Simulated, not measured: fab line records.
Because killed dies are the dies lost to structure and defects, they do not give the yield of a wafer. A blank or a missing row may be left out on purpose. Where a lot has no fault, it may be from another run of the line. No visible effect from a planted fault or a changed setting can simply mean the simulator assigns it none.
Matching of chambers | flow n5 finfet | N5_BEOL_M5_CURE_79 on uv cure-03: 3 sister chambers
The step cures SiCOH lowk, time 240 s. 3 wafers are shown with their chamber, then 10 later ones without.

== WAFERS WITH THEIR CHAMBER ==
wafer  | chamber | wafer_temp_C_max
L079.5 | 2       | 386.6
L080.5 | 0       | 386.4
L086.4 | 1       | 386.0

== WAFERS WITH NO CHAMBER GIVEN ==
wafer  | wafer_temp_C_max
L086.6 | 386.7
L090.2 | 385.9
L090.3 | 386.4
L090.5 | 385.8
L093.3 | 386.4
L093.4 | 386.5
L093.6 | 386.8
L096.2 | 386.5
L096.4 | 386.4
L096.6 | 386.0

== EACH ONE'S CHAMBER ==
wafer  | from the rows above     | in truth
L086.6 | can't be placed: 2 or 0 | 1
L090.2 | 1                       | 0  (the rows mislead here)
L090.3 | can't be placed: 0 or 2 | 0
L090.5 | 1                       | 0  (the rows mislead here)
L093.3 | can't be placed: 0 or 2 | 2
L093.4 | can't be placed: 0 or 2 | 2
L093.6 | can't be placed: 2 or 0 | 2
L096.2 | can't be placed: 0 or 2 | 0
L096.4 | can't be placed: 0 or 2 | 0
L096.6 | 1                       | 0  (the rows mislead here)
Placed correctly: 0 of 10. These rows do not allow placing 7 (true chamber among the candidates in 6). 3 placed wrongly.
How it was worked out, from the rows above alone: a wafer's distance from a chamber is the root of the sum, over the readings, of the square of ((its reading less the chamber's mean) divided by the reading's scatter). The wafer belongs to the nearest chamber; if the next one is less than 2 further off, it can't be placed. A chamber's mean is the mean of its shown wafers. The scatter: with one shown wafer a chamber, the root of the mean of the squares of how far each hidden wafer lies from its nearest shown one.
